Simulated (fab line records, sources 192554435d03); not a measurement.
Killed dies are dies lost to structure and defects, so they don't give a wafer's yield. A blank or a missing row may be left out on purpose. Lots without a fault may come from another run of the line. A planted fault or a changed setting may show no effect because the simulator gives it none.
fab line records | flow n5_finfet | part 1 of 2: steps 1 to 4 of 6
record lots=20 wafers=60 last_day=18
route steps=1938 shown BEOL_M6@1210
lots that met no fault: from a run of the same line without faults
start_h: hours from the record's first day to the start of the lot's first wafer shown | wait_h: hours since the lot's step before | " the same as in the row above | L1.1+2: a row that stands for several wafers | - no value, or no start given | * or withheld: withheld | < > ~ a bound
route shown NAME@n: a module of which the file shows steps, and the number in the route of the first | usual: mean/standard deviation of fault-free wafers | same: alike in all rows | chamber/n: place in a boat | sites: the reading at each site | _std_site: their standard deviation | _edge_site: outer sites' mean less inner sites' | radius_mm: how far each site lies from the wafer's centre | mask NAME#n: copy n | behind: the tool/chamber that last shaped the wafer | hold: why the lot was held/for how many hours/how that ended | device: the transistor (n, p or np) that didn't switch | end of line: the same wafers' tests at the end of the route | a step without rows: its recipe alone | killed: dies lost to structure and defects at the first sort, not the wafer's yield | map: a wafer's dies, x killed, . not, _ none there
set.NAME: the setting as run; set.NAME@STEP: as run at that earlier step | model.NAME: the simulator's own value behind a step, which no gauge read
steps of the route over a sample of lots; a table a step, a row a wafer
services: from which hour (start_h, from the record's first day; less than 0 if before it) a tool's chamber was out of use, for how many hours, and why
## steps
# step N5_BEOL_M6_DESCUM_16
# recipe chemistry=O2 time_s=7.9 source_power_w=50 bias_power_w=20 pressure_mtorr=20 rf_frequency_hz=2.712e+07 temp_c=40 resist=CAR-ArF o2_flow_sccm=225
# usual drypump_motor_current_A=5.7/0.4 o2_flow_sccm=225.0/0.64 oes_product_au=0.82/0.082 rf_vpp_V=243.3/1.4 showerhead_plenum_p_Torr=2.09/0.073 throttle_valve_pct=20.28/0.2
# columns lot.wafer tool chamber start_h wait_h drypump_motor_current_A o2_flow_sccm oes_product_au rf_hours_counter_h rf_vpp_V showerhead_plenum_p_Torr throttle_valve_pct
L075.1 rie_diel-05 0 179.96 0.0 5.8 225.1 0.90 25 242.4 2.04 20.23
L075.3 " 2 " " 6.5 224.5 0.69 242 244.3 2.15 20.71
L075.5 " 0 " " 5.8 224.0 0.90 - 242.9 2.04 20.23
L076.2 rie_diel-02 1 185.30 0.0 5.3 225.0 0.86 56 244.7 2.12 20.24
L076.5 " 2 " " 6.2 225.5 0.81 - 245.0 2.21 20.23
L076.6 " 1 " " 5.3 225.2 0.86 - 244.7 2.12 20.25
L077.2 rie_diel-04 2 201.06 0.2 5.7 225.3 0.69 248 243.3 2.04 20.46
L077.3 " 3 " " 6.5 225.0 0.71 209 243.5 2.16 20.57
L077.6 " 3 " " 6.5 225.9 0.71 - 244.6 2.16 20.56
L078.2 rie_diel-04 0 201.53 0.5 5.2 224.8 0.94 4 241.5 2.04 19.76
L078.3 " 3 " " 6.5 225.5 0.72 210 242.0 2.16 20.56
L078.6 " 0 " " 5.2 223.3 0.95 - 243.8 2.04 19.79
L079.1 rie_diel-05 0 212.52 0.0 5.8 224.9 0.88 38 242.7 2.03 20.25
L079.2 " 3 " " 5.2 224.4 0.87 45 244.5 2.21 20.27
L079.5 " 1 " " 5.6 226.1 0.83 - 242.4 2.04 20.45
L080.1 rie_diel-02 0 218.00 0.0 5.8 225.0 0.70 205 240.5 1.98 20.36
L080.4 " 2 " " 6.2 225.2 0.80 92 245.0 2.20 20.26
L080.5 " 1 " " 5.3 226.5 0.84 - 243.7 2.12 20.29
L081.3 rie_diel-05 0 227.07 0.2 5.7 225.7 0.88 44 241.8 2.03 20.26
L081.4 " 1 " " 5.6 223.9 0.83 - 241.4 2.03 20.45
L081.6 " 3 " " 5.2 224.8 0.88 - 244.7 2.21 20.26
L082.1 rie_diel-05 3 227.46 0.3 5.2 224.4 0.86 52 246.1 2.21 20.29
L082.2 " 1 " " 5.6 224.0 0.83 64 242.9 2.03 20.47
L082.4 " 3 " " 5.2 225.6 0.86 - 245.1 2.21 20.27
L083.1 rie_diel-02 1 236.19 0.0 5.2 224.3 0.82 75 243.8 2.12 20.27
L083.3 " 0 " " 5.8 225.4 0.70 210 241.0 1.98 20.38
L083.5 " 0 " " 5.8 224.9 0.70 - 240.0 1.98 20.38
L085.3 rie_diel-04 3 243.49 0.1 6.5 223.8 0.70 227 244.3 2.16 20.60
L085.5 " 2 " " 5.7 225.7 1.02 - 245.4 2.04 20.13
L085.6 " 1 " " 5.4 225.3 0.87 - 243.7 2.12 20.30
L086.1 rie_diel-05 1 271.40 0.1 5.7 224.7 0.80 79 241.4 2.03 20.49
L086.3 " 0 " " 5.7 224.6 0.86 60 243.1 2.03 20.27
L086.4 " 2 " " 6.6 225.8 0.96 13 244.5 2.14 20.38
L088.1 rie_diel-04 3 271.60 0.2 6.5 224.5 0.69 234 243.1 2.16 20.61
L088.3 " 0 " " 5.2 225.8 0.87 29 242.6 2.03 19.82
L088.4 " 2 " " 5.8 224.9 0.96 14 242.7 2.03 20.16
L089.2 rie_diel-02 2 291.57 0.1 6.2 224.4 0.77 114 244.3 2.20 20.29
L089.4 " 0 " " 5.8 225.2 0.69 228 241.0 1.98 20.43
L089.5 " 3 " " 5.7 224.9 0.85 - 244.6 2.12 20.08
L090.1 rie_diel-04 0 292.57 0.0 5.2 225.7 0.86 36 242.2 2.03 19.83
L090.3 " 2 " " 5.7 223.7 0.95 21 242.7 2.03 20.17
L090.5 " 2 " " 5.8 223.9 0.94 - 242.9 2.03 20.17
L093.2 rie_diel-02 3 296.06 0.0 5.7 224.7 0.86 54 242.5 2.12 20.07
L093.4 " 2 " " 6.2 225.0 0.78 115 245.5 2.20 20.30
L093.6 " 3 " " 5.6 224.6 0.85 - 242.5 2.12 20.08
L091.3 rie_diel-05 3 299.98 0.0 5.2 225.3 0.83 76 246.7 2.20 20.31
L091.5 " 1 " " 5.6 224.8 0.80 - 241.9 2.02 20.49
L091.6 " 2 " " 6.6 224.1 0.94 - 244.3 2.14 20.39
L092.1 rie_diel-02 3 303.88 0.0 5.6 225.4 0.84 56 243.8 2.12 20.08
L092.2 " 2 " " 6.2 224.2 0.78 118 243.2 2.20 20.30
L092.3 " 0 " " 5.8 225.5 0.69 231 239.6 1.98 20.42
L095.1 rie_diel-05 3 317.14 0.0 5.2 224.3 0.82 81 245.5 2.20 20.32
L095.3 " 2 " " 6.6 226.5 0.91 27 241.9 2.14 20.39
L095.6 " 0 " " 5.8 225.0 0.83 - 241.8 2.02 20.30
L094.3 rie_diel-02 0 324.41 0.0 5.8 225.0 0.68 238 241.6 1.97 20.43
L094.5 " 3 " " 5.7 224.9 0.83 - 242.5 2.12 20.08
L094.6 " 2 " " 6.2 225.3 0.77 - 243.8 2.19 20.33
L096.1 rie_diel-04 0 336.14 0.3 5.2 225.2 0.83 55 242.8 2.02 19.83
L096.4 " 2 " " 5.8 225.1 0.91 - 242.9 2.02 20.18
L096.5 " 0 " " 5.2 225.7 0.84 - 242.6 2.02 19.85
# step N5_BEOL_M6_STRIP_67
# recipe chemistry=CF4 resist=SiARC power_w=300 bias_power_w=75 pressure_mtorr=50 cf4_flow_sccm=150 rf_frequency_hz=6e+07
# usual drypump_motor_current_A=5.7/0.4 oes_product_au=0.82/0.074 rf_vpp_V=271.2/1.6 showerhead_plenum_p_Torr=1.80/0.059 throttle_valve_pct=13.46/0.2
# columns lot.wafer tool chamber start_h wait_h drypump_motor_current_A oes_product_au rf_hours_counter_h rf_vpp_V showerhead_plenum_p_Torr throttle_valve_pct
L075.1 rie_diel-05 0 180.20 0.0 5.8 0.91 26 270.9 1.74 13.28
L075.3 " 2 " " 6.5 0.69 242 273.7 1.85 14.01
L075.5 " 0 " " 5.8 0.90 - 269.3 1.74 13.31
L076.2 rie_diel-02 1 185.54 0.0 5.3 0.86 56 273.2 1.82 13.43
L076.5 " 2 " " 6.2 0.82 - 271.8 1.88 13.33
L076.6 " 1 " " 5.2 0.86 - 269.4 1.82 13.40
L077.2 rie_diel-04 2 201.29 0.0 5.8 0.69 248 270.1 1.77 13.85
L077.3 " 3 " " 6.5 0.71 209 273.2 1.85 13.70
L077.6 " 3 " " 6.5 0.71 - 273.6 1.85 13.70
L078.2 rie_diel-04 0 201.76 0.0 5.2 0.92 4 271.3 1.78 13.07
L078.3 " 3 " " 6.5 0.71 210 273.3 1.85 13.69
L078.6 " 0 " " 5.2 0.94 - 271.0 1.78 13.06
L079.1 rie_diel-05 0 212.76 0.0 5.8 0.88 38 269.8 1.74 13.31
L079.2 " 3 " " 5.2 0.87 45 275.0 1.91 13.49
L079.5 " 1 " " 5.6 0.83 - 271.4 1.76 13.54
L080.1 rie_diel-02 0 218.24 0.0 5.8 0.73 205 270.1 1.71 13.62
L080.4 " 2 " " 6.2 0.80 92 273.7 1.88 13.37
L080.5 " 1 " " 5.2 0.84 - 272.4 1.82 13.44
L081.3 rie_diel-05 0 227.31 0.0 5.7 0.86 45 270.0 1.74 13.33
L081.4 " 1 " " 5.6 0.83 - 270.3 1.76 13.57
L081.6 " 3 " " 5.2 0.85 - 273.9 1.91 13.49
L082.1 rie_diel-05 3 227.70 0.0 5.2 0.86 52 274.6 1.91 13.51
L082.2 " 1 " " 5.6 0.82 64 270.7 1.76 13.59
L082.4 " 3 " " 5.2 0.85 - 272.5 1.91 13.51
L083.1 rie_diel-02 1 236.43 0.0 5.3 0.84 75 272.3 1.81 13.48
L083.3 " 0 " " 5.8 0.72 210 269.3 1.70 13.62
L083.5 " 0 " " 5.8 0.71 - 271.2 1.70 13.64
L085.3 rie_diel-04 3 243.72 0.0 6.5 0.70 227 270.5 1.84 13.74
L085.5 " 2 " " 5.8 0.99 - 270.7 1.77 13.30
L085.6 " 1 " " 5.4 0.85 - 271.6 1.81 13.36
L086.1 rie_diel-05 1 271.64 0.0 5.6 0.81 79 272.3 1.75 13.59
L086.3 " 0 " " 5.8 0.84 60 269.8 1.73 13.37
L086.4 " 2 " " 6.5 0.94 14 270.9 1.84 13.50
L088.1 rie_diel-04 3 271.83 0.0 6.5 0.70 234 272.8 1.84 13.77
L088.3 " 0 " " 5.2 0.87 29 270.8 1.78 13.13
L088.4 " 2 " " 5.7 0.96 14 270.8 1.76 13.34
L089.2 rie_diel-02 2 291.81 0.0 6.2 0.78 115 272.6 1.87 13.41
L089.4 " 0 " " 5.8 0.70 228 267.4 1.70 13.69
L089.5 " 3 " " 5.7 0.83 - 270.5 1.82 13.22
L090.1 rie_diel-04 0 292.81 0.0 5.2 0.86 37 270.9 1.77 13.15
L090.3 " 2 " " 5.8 0.94 21 271.0 1.76 13.34
L090.5 " 2 " " 5.8 0.94 - 271.7 1.76 13.34
L093.2 rie_diel-02 3 296.29 0.0 5.7 0.84 54 271.4 1.82 13.23
L093.4 " 2 " " 6.2 0.78 115 272.8 1.87 13.41
L093.6 " 3 " " 5.7 0.84 - 272.4 1.82 13.20
L091.3 rie_diel-05 3 300.22 0.0 5.2 0.82 76 274.4 1.90 13.56
L091.5 " 1 " " 5.6 0.80 - 270.4 1.75 13.61
L091.6 " 2 " " 6.6 0.91 - 270.9 1.84 13.53
L092.1 rie_diel-02 3 304.12 0.0 5.7 0.83 56 270.8 1.82 13.22
L092.2 " 2 " " 6.2 0.77 118 272.7 1.87 13.43
L092.3 " 0 " " 5.8 0.70 232 268.3 1.70 13.69
L095.1 rie_diel-05 3 317.38 0.0 5.2 0.82 81 272.2 1.90 13.57
L095.3 " 2 " " 6.5 0.91 27 272.8 1.84 13.54
L095.6 " 0 " " 5.8 0.83 - 270.7 1.73 13.41
L094.3 rie_diel-02 0 324.65 0.0 5.8 0.71 238 267.3 1.70 13.71
L094.5 " 3 " " 5.7 0.83 - 270.4 1.82 13.25
L094.6 " 2 " " 6.2 0.77 - 273.3 1.87 13.43
L096.1 rie_diel-04 0 336.38 0.0 5.2 0.83 56 270.4 1.77 13.19
L096.4 " 2 " " 5.8 0.91 - 270.8 1.76 13.39
L096.5 " 0 " " 5.2 0.83 - 270.0 1.77 13.22
# step N5_BEOL_M6_HM_OPEN_17
# recipe chemistry=Cl2/BCl3 target_depth_a=200 overetch_a=60 target=TiN mask_material=SOC ion_energy_ev=150 pressure_mtorr=10 icp_w=1000 bias_w=126 Cl2_flow_sccm=53.25 bcl3_flow_sccm=21.75 Ar_flow_sccm=25
# usual drypump_motor_current_A=5.99/0.28 oes_product_au=0.66/0.1 throttle_valve_pct=22.16/0.17
# columns lot.wafer tool chamber start_h wait_h drypump_motor_current_A oes_product_au rf_hours_counter_h throttle_valve_pct
L075.1 rie_metal-03 0 180.24 0.0 6.12 0.53 119 22.27
L075.3 " 0 " " 6.14 0.53 - 22.27
L075.5 " 0 " " 6.13 0.53 - 22.29
L076.2 rie_metal-01 0 185.58 0.0 6.27 0.67 36 21.99
L076.5 " 0 " " 6.23 0.66 - 22.00
L076.6 " 1 " " 6.14 0.83 - 22.05
L077.2 rie_metal-02 0 201.33 0.0 5.77 0.50 129 22.58
L077.3 " 1 " " 5.47 0.53 - 22.27
L077.6 " 1 " " 5.48 0.53 - 22.27
L078.2 rie_metal-02 1 201.80 0.0 5.47 0.54 107 22.25
L078.3 " 0 " " 5.78 0.50 - 22.60
L078.6 " 0 " " 5.77 0.50 - 22.56
L079.1 rie_metal-02 1 212.80 0.0 5.45 0.53 108 22.25
L079.2 " 1 " " 5.46 0.53 - 22.25
L079.5 " 1 " " 5.47 0.54 - 22.26
L080.1 rie_metal-02 1 218.28 0.0 5.46 0.54 108 22.25
L080.4 " 1 " " 5.45 0.54 - 22.24
L080.5 " 1 " " 5.45 0.54 - 22.25
L081.3 rie_metal-01 0 227.38 0.1 6.27 0.65 - 22.01
L081.4 " 1 " " 6.17 0.80 - 22.05
L081.6 " 1 " " 6.16 0.79 - 22.06
L082.1 rie_metal-01 1 227.74 0.0 6.14 0.78 5 22.08
L082.2 " 0 " " 6.29 0.65 40 22.03
L082.4 " 1 " " 6.15 0.78 - 22.08
L083.1 rie_metal-03 0 236.48 0.0 6.14 0.52 125 22.29
L083.3 " 0 " " 6.14 0.53 - 22.28
L083.5 " 0 " " 6.11 0.53 - 22.29
L085.3 rie_metal-03 1 243.79 0.1 5.98 0.67 - 22.16
L085.5 " 0 " " 6.15 0.52 - 22.29
L085.6 " 1 " " 5.98 0.67 - 22.15
L086.1 rie_metal-03 1 271.68 0.0 5.98 0.67 44 22.14
L086.3 " 1 " " 5.98 0.67 - 22.17
L086.4 " 1 " " 5.99 0.66 - 22.15
L088.1 rie_metal-01 0 271.88 0.0 6.23 0.64 44 22.01
L088.3 " 1 " " 6.20 0.77 - 22.08
L088.4 " 0 " " 6.25 0.64 - 22.03
L089.2 rie_metal-01 1 291.85 0.0 6.16 0.77 11 22.06
L089.4 " 0 " " 6.27 0.64 - 22.01
L089.5 " 0 " " 6.27 0.64 - 22.02
L090.1 rie_metal-01 1 292.85 0.0 6.17 0.76 11 22.08
L090.3 " 0 " " 6.26 0.63 - 22.02
L090.5 " 0 " " 6.29 0.64 - 22.02
L093.2 rie_metal-01 1 296.33 0.0 6.19 0.76 11 22.08
L093.4 " 1 " " 6.16 0.76 - 22.08
L093.6 " 1 " " 6.17 0.77 - 22.07
L091.3 rie_metal-01 0 300.29 0.1 6.23 0.63 - 22.03
L091.5 " 0 " " 6.24 0.63 - 22.03
L091.6 " 1 " " 6.21 0.76 - 22.07
L092.1 rie_metal-03 0 304.16 0.0 6.15 0.80 1 21.85
L092.2 " 1 " " 6.00 0.65 47 22.16
L092.3 " 0 " " 6.13 0.81 - 21.84
L095.1 rie_metal-02 0 317.42 0.0 5.77 0.77 7 22.49
L095.3 " 0 " " 5.77 0.78 - 22.47
L095.6 " 0 " " 5.77 0.77 - 22.49
L094.3 rie_metal-02 0 324.72 0.1 5.78 0.77 - 22.47
L094.5 " 0 " " 5.76 0.78 - 22.46
L094.6 " 1 " " 5.47 0.83 - 22.13
L096.1 rie_metal-03 1 336.42 0.0 6.01 0.65 50 22.17
L096.4 " 1 " " 5.98 0.65 - 22.18
L096.5 " 0 " " 6.15 0.78 - 21.84
# step N5_BEOL_M6_DESCUM_33
# recipe chemistry=O2 time_s=7 source_power_w=50 bias_power_w=20 pressure_mtorr=20 rf_frequency_hz=2.712e+07 temp_c=40 resist=CAR-EUV o2_flow_sccm=225
# usual drypump_motor_current_A=5.7/0.44 o2_flow_sccm=225.1/0.6 oes_product_au=0.82/0.085 rf_vpp_V=243.3/1.1 showerhead_plenum_p_Torr=2.10/0.068 throttle_valve_pct=20.28/0.22
# columns lot.wafer tool chamber start_h wait_h drypump_motor_current_A o2_flow_sccm oes_product_au rf_hours_counter_h rf_vpp_V showerhead_plenum_p_Torr throttle_valve_pct
L075.1 rie_diel-04 2 181.04 0.1 5.8 225.2 0.69 242 243.0 2.04 20.42
L075.3 " 3 " " 6.5 224.8 0.72 203 245.1 2.17 20.58
L075.5 " 3 " " 6.5 225.1 0.71 - 244.3 2.17 20.56
L076.2 rie_diel-05 1 188.42 0.0 5.7 224.7 0.84 50 243.1 2.04 20.45
L076.5 " 1 " " 5.6 224.8 0.84 - 243.7 2.04 20.44
L076.6 " 0 " " 5.7 224.8 0.90 - 242.1 2.04 20.23
L077.2 rie_diel-04 1 203.44 0.0 5.4 224.9 0.87 46 243.0 2.13 20.26
L077.3 " 2 " " 5.7 225.5 0.68 249 242.8 2.04 20.43
L077.6 " 3 " " 6.5 225.6 0.70 - 245.1 2.16 20.58
L078.2 rie_diel-05 1 203.62 0.0 5.6 224.4 0.84 54 241.7 2.04 20.44
L078.3 " 0 " " 5.8 224.6 0.89 34 243.8 2.04 20.25
L078.6 " 2 " " 6.5 224.5 0.69 - 243.7 2.15 20.73
L079.1 rie_diel-04 3 216.41 0.0 6.5 224.5 0.70 215 243.9 2.16 20.55
L079.2 " 2 " " 5.7 224.0 0.68 253 242.0 2.04 20.45
L079.5 " 2 " " 5.7 224.6 0.69 - 241.7 2.04 20.45
L080.1 rie_diel-04 1 221.95 0.0 5.4 224.0 0.87 53 244.0 2.13 20.28
L080.4 " 0 " " 5.2 223.8 0.92 - 241.9 2.04 19.77
L080.5 " 1 " " 5.4 225.8 0.87 - 243.8 2.13 20.26
L082.1 rie_diel-02 1 231.01 0.3 5.3 224.9 0.83 74 243.0 2.12 20.27
L082.2 " 2 " " 6.2 226.5 0.78 96 244.5 2.20 20.26
L082.4 " 0 " " 5.8 226.0 0.70 209 240.6 1.98 20.39
L081.3 rie_diel-05 3 231.41 0.6 5.2 225.2 0.85 54 244.5 2.21 20.30
L081.4 " 2 " " 6.5 225.2 1.01 1 244.9 2.14 20.36
L081.6 " 0 " " 5.7 224.5 0.87 - 242.2 2.03 20.26
L083.1 rie_diel-02 2 241.12 0.4 6.2 225.8 0.79 99 245.0 2.20 20.26
L083.3 " 1 " " 5.2 225.5 0.82 76 244.3 2.12 20.28
L083.5 " 1 " " 5.2 224.8 0.82 - 244.0 2.12 20.30
L085.3 rie_diel-04 2 244.63 0.1 5.8 225.0 1.01 4 241.4 2.04 20.13
L085.5 " 1 " " 5.4 225.1 0.86 - 244.7 2.12 20.29
L085.6 " 2 " " 5.8 224.5 1.01 - 242.2 2.04 20.13
L088.1 rie_diel-05 2 273.93 0.0 6.5 225.1 0.96 14 243.9 2.14 20.38
L088.3 " 0 " " 5.8 226.2 0.86 61 242.6 2.03 20.28
L088.4 " 1 " " 5.6 226.2 0.80 79 242.6 2.03 20.48
L086.1 rie_diel-02 2 273.97 0.0 6.2 225.4 0.77 110 245.9 2.20 20.28
L086.3 " 0 " " 5.8 225.3 0.69 223 241.7 1.98 20.41
L086.4 " 1 " " 5.2 225.5 0.81 86 242.7 2.11 20.31
L089.2 rie_diel-04 2 294.37 0.1 5.7 224.8 0.94 22 243.2 2.03 20.14
L089.4 " 3 " " 6.5 224.4 0.68 242 243.5 2.15 20.60
L089.5 " 1 " " 5.4 224.8 0.83 - 241.6 2.12 20.31
L090.1 rie_diel-04 3 296.48 0.1 6.5 224.5 0.68 243 243.5 2.15 20.61
L090.3 " 1 " " 5.4 224.6 0.83 82 244.7 2.12 20.32
L090.5 " 3 " " 6.5 224.6 0.68 - 244.2 2.15 20.62
L093.2 rie_diel-04 0 297.04 0.0 5.2 224.9 0.86 38 241.6 2.03 19.83
L093.4 " 2 " " 5.8 224.9 0.95 23 242.6 2.03 20.16
L093.6 " 0 " " 5.2 224.7 0.86 - 242.4 2.03 19.81
L091.3 rie_diel-04 3 300.87 0.0 6.5 223.2 0.69 244 243.8 2.15 20.61
L091.5 " 1 " " 5.3 224.2 0.84 - 243.7 2.12 20.32
L091.6 " 2 " " 5.7 225.6 0.94 - 240.8 2.03 20.18
L092.1 rie_diel-05 1 305.58 0.0 5.6 225.4 0.79 89 241.9 2.02 20.50
L092.2 " 2 " " 6.5 226.5 0.92 23 245.2 2.14 20.40
L092.3 " 3 " " 5.2 225.2 0.83 77 244.3 2.20 20.32
L095.1 rie_diel-04 3 319.38 0.0 6.5 224.6 0.68 247 245.3 2.15 20.62
L095.3 " 1 " " 5.4 225.6 0.81 91 242.3 2.11 20.33
L095.6 " 1 " " 5.4 225.3 0.81 - 244.4 2.11 20.33
L094.3 rie_diel-02 1 325.62 0.3 5.3 225.4 0.80 102 242.2 2.11 20.32
L094.5 " 2 " " 6.2 225.6 0.77 - 244.5 2.19 20.31
L094.6 " 1 " " 5.3 225.3 0.80 - 244.8 2.11 20.32
L096.1 rie_diel-02 2 339.70 0.6 6.2 225.0 0.76 130 243.5 2.19 20.31
L096.4 " 1 " " 5.2 225.4 0.79 107 243.6 2.10 20.34
L096.5 " 2 " " 6.2 225.6 0.76 - 244.9 2.19 20.30
